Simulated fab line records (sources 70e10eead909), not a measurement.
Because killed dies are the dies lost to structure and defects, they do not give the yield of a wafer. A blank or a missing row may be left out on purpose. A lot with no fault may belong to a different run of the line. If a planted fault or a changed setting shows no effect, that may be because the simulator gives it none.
fab line records    flow nand_harc
record: lots: 6  wafers: 18  last_day: 34
route steps=1302 shown A_STAIRCASE@767 END@1302
lots that met no fault: taken from a fault-free run of the same line
start_h: hours from the record's opening day to when the first of the lot's shown wafers began    wait_h: hours elapsed since this lot's preceding step    " unchanged from the row above    L1.1+2: a single row standing in for several wafers    - no value, or no start given    * or withheld: withheld    < > ~ a bound
route shown NAME@n: a module of which the file shows steps, and the number in the route of the first    usual: average and standard deviation across the fault-free wafers    same: alike in all rows    chamber/n: place in a boat    sites: per-site readings    _std_site: standard deviation of those values    _edge_site: inner sites' mean taken away from outer sites' mean    radius_mm: for every site, how far away it sits from the centre of the wafer    mask NAME#n: copy n    behind: the last tool/chamber to shape the wafer    hold: reason for holding the lot/hours on hold/outcome of the hold    device: names the non-switching transistor (n, p or np)    end of line: tests run on the same wafers once the route is complete    where a step has no rows: the recipe by itself    killed: count of dies lost to structure and defects at first sort (not the wafer's yield)    map: a wafer's dies, x killed, . not, _ none there
set.NAME: setting as actually run; set.NAME@STEP: the setting as run at that earlier step    model.NAME: the simulator's own value behind a step, which no gauge read
lots at selected steps of the route; one table per step, one row per wafer
services: when a tool's chamber went out of use (start_h, in hours from the record's first day, below 0 if earlier), for how many hours, and the reason
== steps ==
step: NHARC_A_STAIRCASE_ETCH_253
recipe: target_depth_a: 500  time_s: 20.2  ion_energy_ev: 400  c4f8_flow_sccm: 20  o2_flow_sccm: 10  ar_flow_sccm: withheld  rf_w: 600  bias_w: 1000  chemistry: C4F8/O2
usual: oes_product_au: 0.954/0.019  rf_vpp_V: 898/5.5
lot.wafer  tool         chamber  start_h  wait_h  oes_product_au  rf_hours_counter_h  rf_vpp_V
L621.2     rie_diel-12  3        371.42   0.1     0.967           26                  901
L621.4     "            1        "        "       0.934           26                  900
L621.6     "            3        "        "       0.970           -                   901
L623.3     rie_diel-04  1        390.60   0.1     0.914           9                   905
L623.2     "            2        "        "       0.921           12                  905
L623.5     "            0        "        "       0.937           -                   892
L629.2     rie_diel-12  1        444.69   0.1     0.942           53                  899
L629.1     "            2        "        "       0.959           53                  891
L629.4     "            3        "        "       0.978           51                  901
L634.1     rie_diel-04  1        496.12   0.1     0.950           49                  905
L634.4     "            2        "        "       0.948           50                  904
L634.5     "            1        "        "       0.951           -                   904
L642.3     rie_diel-04  3        582.16   0.1     0.966           12                  902
L642.1     "            1        "        "       0.966           10                  903
L642.6     "            0        "        "       0.990           -                   892
L644.2     rie_diel-02  3        604.68   0.1     0.960           6                   898
L644.4     "            1        "        "       0.940           7                   895
L644.6     "            0        "        "       0.955           -                   897
step: NHARC_A_STAIRCASE_STRIP_254
recipe: power_w: 1500  temp_c: 250  chemistry: O2
usual: drypump_motor_current_A: 5.7/0.4  heater_power_w: 308/14
lot.wafer  tool             chamber  start_h  wait_h  drypump_motor_current_A  heater_power_w  rf_hours_counter_h
L621.2     plasma_asher-02  0        371.55   -       6.0                      305             28
L621.4     "                0        "        "       6.0                      303             -
L621.6     "                0        "        "       6.0                      296             -
L623.2     plasma_asher-01  0        390.73   -       5.4                      317             8
L623.3     "                1        "        "       5.6                      296             -
L623.5     "                1        "        "       5.6                      296             -
L629.2     plasma_asher-02  0        444.77   -       6.0                      294             4
L629.1     "                1        "        "       6.4                      329             4
L629.4     "                0        "        "       6.0                      304             -
L634.1     plasma_asher-02  1        496.25   -       6.5                      327             13
L634.4     "                0        "        "       6.0                      294             -
L634.5     "                1        "        "       6.5                      322             -
L642.1     plasma_asher-01  1        582.31   -       5.5                      302             11
L642.3     "                1        "        "       5.5                      297             -
L642.6     "                0        "        "       5.4                      316             -
L644.2     plasma_asher-01  1        604.81   -       5.5                      297             17
L644.4     "                0        "        "       5.4                      327             -
L644.6     "                0        "        "       5.4                      325             -
step: NHARC_A_STAIRCASE_STRIP_255
recipe: time_s: 900  temp_c: 130  chemistry: SPM
step: NHARC_A_STAIRCASE_PRECLEAN_256
recipe: time_s: *  temp_c: 50  bath_age_min: 0  chemistry: SC1
step: NHARC_A_STAIRCASE_SRD_257
step: NHARC_A_STAIRCASE_HM_DEP_456
recipe: target_thk_a: 31000  temp_c: 400  material: aC
usual: throttle_valve_pct: 35.000/0.0092
lot.wafer  tool        chamber  start_h  wait_h  throttle_valve_pct
L621.2     acl_dep-03  0        374.20   -       35.009
L621.4     "           0        "        "       35.013
L621.6     "           0        "        "       34.994
L623.2     acl_dep-03  0        394.61   -       34.987
L623.3     "           0        "        "       35.005
L623.5     "           0        "        "       34.989
L629.1     acl_dep-01  0        447.72   -       35.005
L629.2     "           0        "        "       35.001
L629.4     "           0        "        "       35.009
L634.1     acl_dep-03  0        500.13   -       34.992
L634.4     "           0        "        "       35.007
L634.5     "           0        "        "       35.008
L642.1     acl_dep-01  0        584.15   -       35.012
L642.3     "           0        "        "       35.000
L642.6     "           0        "        "       35.005
L644.2     acl_dep-02  0        605.88   -       35.000
L644.4     "           0        "        "       34.991
L644.6     "           0        "        "       35.008
step: NHARC_A_STAIRCASE_DEP_259
recipe: target_thk_a: 300  target_thk_nm: 30  temp_c: 400  pressure_torr: 3.5  flow_sccm: 200  rf_w: 350  material: SiON
usual: heater_power_w: 825/110
lot.wafer  tool      chamber  start_h  wait_h  heater_power_w
L621.2     pecvd-02  2        375.82   1.3     734
L621.4     "         2        "        "       737
L621.6     "         0        "        "       925
L623.2     pecvd-02  0        396.15   1.2     958
L623.3     "         0        "        "       945
L623.5     "         0        "        "       953
L629.1     pecvd-02  1        449.61   1.6     780
L629.2     "         2        "        "       747
L629.4     "         2        "        "       741
L634.1     pecvd-02  0        502.00   1.6     947
L634.5     "         0        "        "       977
L634.4     "         2        "        "       836
L642.3     pecvd-02  0        586.02   0.9     996
L642.1     "         1        "        "       845
L642.6     "         2        "        "       849
L644.2     pecvd-02  1        607.42   1.2     778
L644.6     "         1        "        "       766
L644.4     "         0        "        "       1027
step: NHARC_A_STAIRCASE_DEHYDRATE_260
recipe: temp_c: 150  time_s: 120
step: NHARC_A_STAIRCASE_HMDS_261
recipe: time_s: 30
step: NHARC_A_STAIRCASE_COAT_262
recipe: spin_rpm: 1200
step: NHARC_A_STAIRCASE_SOFTBAKE_263
recipe: temp_c: 135  time_s: 170
step: NHARC_A_STAIRCASE_EBR_264
step: NHARC_A_STAIRCASE_EXPOSE_265
recipe: na: 0.5  dose_mj: 25.01  mask_id: CHOP_200
usual: exposure_dose_mJ_cm2: 25.014/0.024
lot.wafer  tool            chamber  start_h  wait_h  mask        exposure_dose_mJ_cm2
L621.2     krf_scanner-01  0        376.48   -       CHOP_200#0  25.013
L621.4     "               0        "        "       CHOP_200#0  25.063
L621.6     "               0        "        "       CHOP_200#0  25.007
L623.2     krf_scanner-04  0        396.85   -       CHOP_200#0  24.977
L623.3     "               0        "        "       CHOP_200#0  24.982
L623.5     "               0        "        "       CHOP_200#0  24.985
L629.1     krf_scanner-01  0        450.29   -       CHOP_200#0  25.575
L629.2     "               0        "        "       CHOP_200#0  25.557
L629.4     "               0        "        "       CHOP_200#0  25.562
L634.1     krf_scanner-01  0        502.60   -       CHOP_200#0  25.553
L634.4     "               0        "        "       CHOP_200#0  25.580
L634.5     "               0        "        "       CHOP_200#0  25.567
L642.1     krf_scanner-04  0        586.62   -       CHOP_200#0  25.057
L642.3     "               0        "        "       CHOP_200#0  25.032
L642.6     "               0        "        "       CHOP_200#0  25.023
L644.2     krf_scanner-04  0        608.03   -       CHOP_200#0  25.025
L644.4     "               0        "        "       CHOP_200#0  24.996
L644.6     "               0        "        "       CHOP_200#0  25.002
step: NHARC_A_STAIRCASE_PEB_266
recipe: peb_temp_c: 115  peb_time_s: 130
step: NHARC_END_SORT_01
recipe: temp_c: 25
usual: killed_at_array: 56/19  killed_at_other: 1.0/1.3  killed_at_periphery: 3.8/2.2  killed_dies: 61/19  killed_open: 3.1/1.9  killed_short: 2.3/1.5
same: gross_dies: 677
lot.wafer  tool       chamber  start_h  wait_h  killed_at_array  killed_at_other  killed_at_periphery  killed_dies  killed_open  killed_short
L623.2     prober-02  0        586.33   2.8     25               0                2                    27           4            3
L623.3     prober-02  0        587.13   3.1     20               0                5                    25           5            2
L623.5     prober-02  0        588.73   3.7     19               0                5                    24           1            1
L629.1     prober-01  0        638.17   2.5     81               3                3                    87           2            3
L629.2     prober-01  0        638.98   2.8     80               2                6                    88           2            3
L629.4     prober-01  0        640.60   3.4     51               4                4                    59           2            2
L634.1     prober-02  0        700.63   2.5     78               2                10                   90           4            2
L634.4     prober-02  0        703.02   3.4     77               2                6                    85           4            1
L634.5     prober-02  0        703.82   3.7     71               3                3                    77           4            3
L644.2     prober-02  0        804.54   2.8     75               1                3                    79           4            0
L644.4     prober-02  0        806.13   3.4     68               0                5                    73           5            1
L644.6     prober-02  0        807.72   4.0     80               1                5                    86           3            1
killed by level:class
L623.2 A_CHANNEL_HOLE_D2:chamber_film_flake=8 A_CHANNEL_HOLE_D1:chamber_film_flake=3 A_WL_FILL:chamber_film_flake=3 A_CONTACT:chamber_film_flake=2 P_M1:geometric_particle:short=1 A_SOURCE_PLATE:geometric_particle:open=1 A_CHANNEL_FILL_D1:geometric_particle:short=1 A_DECK1_JOINT:geometric_particle:open=1
L623.3 A_CHANNEL_HOLE_D2:chamber_film_flake=4 A_CONTACT:chamber_film_flake=4 A_WL_FILL:chamber_film_flake=3 P_M0:geometric_particle:open=2 P_GATE:chamber_film_flake=2 A_STAIRCASE:chamber_film_flake=2 A_SLIT:chamber_film_flake=2 P_STI:geometric_particle:short=1
L623.5 A_CHANNEL_HOLE_D2:chamber_film_flake=12 P_GATE:chamber_film_flake=3 A_STAIRCASE:chamber_film_flake=2 A_WL_FILL:chamber_film_flake=2 A_CONTACT:chamber_film_flake=2 P_CONTACT:geometric_particle:short=1 A_BLC:geometric_particle:open=1 P_ZERO_WELL:chamber_film_flake=1
L629.1 A_CHANNEL_HOLE_D1:chamber_film_flake=40 A_CHANNEL_HOLE_D2:chamber_film_flake=29 THIN_TSV:chamber_film_flake=3 A_SLIT:chamber_film_flake=2 A_CONTACT:chamber_film_flake=2 A_M1:chamber_film_flake=2 P_GATE:geometric_particle:short=1 A_ONON_D2:geometric_particle:short=1
L629.2 A_CHANNEL_HOLE_D1:chamber_film_flake=33 A_CHANNEL_HOLE_D2:chamber_film_flake=26 A_CONTACT:chamber_film_flake=8 P_BONDPAD:chamber_film_flake=3 P_STI:chamber_film_flake=2 A_STAIRCASE:chamber_film_flake=2 A_CHANNEL_FILL_D1:geometric_particle:short=1 A_CHANNEL_FILL_D1:geometric_particle:open=1
L629.4 A_CHANNEL_HOLE_D1:chamber_film_flake=28 A_CHANNEL_HOLE_D2:chamber_film_flake=13 A_CONTACT:chamber_film_flake=4 THIN_TSV:chamber_film_flake=4 P_M0:geometric_particle:open=2 P_BONDPAD:chamber_film_flake=2 A_STAIRCASE:chamber_film_flake=2 A_STAIRCASE:geometric_particle:short=1
L634.1 A_SLIT:chamber_film_flake=35 A_CHANNEL_HOLE_D1:chamber_film_flake=29 P_M1:chamber_film_flake=7 A_CONTACT:chamber_film_flake=5 A_ONON_D2:geometric_particle:open=2 A_WL_FILL:geometric_particle:short=2 P_STI:chamber_film_flake=2 THIN_TSV:chamber_film_flake=2
L634.4 A_CHANNEL_HOLE_D1:chamber_film_flake=33 A_SLIT:chamber_film_flake=33 A_ONON_D1:geometric_particle:open=2 P_ZERO_WELL:chamber_film_flake=2 A_ZERO_WELL:chamber_film_flake=2 THIN_TSV:chamber_film_flake=2 A_STAIRCASE:chamber_film_flake=2 A_WL_FILL:chamber_film_flake=2
L634.5 A_SLIT:chamber_film_flake=30 A_CHANNEL_HOLE_D1:chamber_film_flake=28 A_CONTACT:chamber_film_flake=5 THIN_TSV:chamber_film_flake=3 A_CHANNEL_FILL_D1:geometric_particle:open=2 P_M1:chamber_film_flake=2 P_STI:geometric_particle:open=1 A_SOURCE_PLATE:geometric_particle:short=1
L644.2 A_CHANNEL_HOLE_D2:chamber_film_flake=28 A_CHANNEL_HOLE_D1:chamber_film_flake=17 A_CONTACT:chamber_film_flake=13 A_SLIT:chamber_film_flake=11 P_M0:geometric_particle:open=2 A_STAIRCASE:chamber_film_flake=2 A_DECK1_JOINT:geometric_particle:open=1 A_M0:geometric_particle:open=1
L644.4 A_CHANNEL_HOLE_D2:chamber_film_flake=23 A_CHANNEL_HOLE_D1:chamber_film_flake=11 A_SLIT:chamber_film_flake=10 A_CONTACT:chamber_film_flake=10 A_STAIRCASE:chamber_film_flake=5 A_ZERO_WELL:chamber_film_flake=4 A_CONTACT:geometric_particle:open=2 P_ZERO_WELL:chamber_film_flake=2
L644.6 A_CHANNEL_HOLE_D2:chamber_film_flake=31 A_CHANNEL_HOLE_D1:chamber_film_flake=19 A_SLIT:chamber_film_flake=12 A_CONTACT:chamber_film_flake=10 A_CHANNEL_FILL_D2:chamber_film_flake=2 A_STAIRCASE:chamber_film_flake=2 P_CONTACT:geometric_particle:open=1 P_M0:geometric_particle:short=1
== services ==
tool             chamber  start_h  hours  kind
krf_scanner-04   -        354.00   4.0    pm
rie_diel-04      0        354.57   4.2    repair
plasma_asher-01  -        356.83   2.4    repair
rie_diel-04      -        359.22   9.0    pm
krf_scanner-04   -        366.60   0.3    repair
pecvd-02         1        373.79   25.4   repair
rie_diel-04      -        387.35   0.5    repair
rie_diel-04      0        402.33   7.7    repair
pecvd-02         -        408.25   13.0   pm
plasma_asher-02  -        426.24   9.0    pm
pecvd-02         0        440.25   12.8   repair
plasma_asher-01  -        450.46   6.5    repair
krf_scanner-01   -        460.97   3.2    repair
krf_scanner-04   -        463.08   0.6    repair
acl_dep-03       -        487.13   13.0   pm
krf_scanner-01   -        487.97   4.0    pm
pecvd-02         2        503.27   5.1    repair
plasma_asher-01  -        519.00   9.0    pm
krf_scanner-04   -        526.00   4.0    pm
rie_diel-04      -        536.33   9.0    pm
pecvd-02         1        559.97   1.8    repair
pecvd-02         -        589.25   13.0   pm
krf_scanner-04   -        601.50   4.5    repair
plasma_asher-02  -        603.24   9.0    pm
== key ==
first_sign: step: NHARC_A_STAIRCASE_EXPOSE_265  reading: exposure_dose_mJ_cm2  direction: up  sigmas: 23  usual: 25.014  struck: 25.566
effect none on later readings
met_at NHARC_A_STAIRCASE_EXPOSE_265
struck_wafers L629.1,L629.2,L629.4,L634.1,L634.4,L634.5
tester_left_out L629,L634
onset_between 376.48 450.29
fault: kind: process_parameter_drift  tool: krf_scanner-01  chamber: -  onset_h: 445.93  steps: NHARC_A_STAIRCASE_EXPOSE_265  channel: dose_mj  offset: 0.55569  shape: step  acts_in: these_recipes_only  stated: 25.01
tester_left_out: of these lots the tester's yield and bins aren't shown, on N5 and GAA mostly nor the transistor test; their killed dies are dies lost to structure and defects alone, not to doping, threshold or leakage, so they don't give the yield
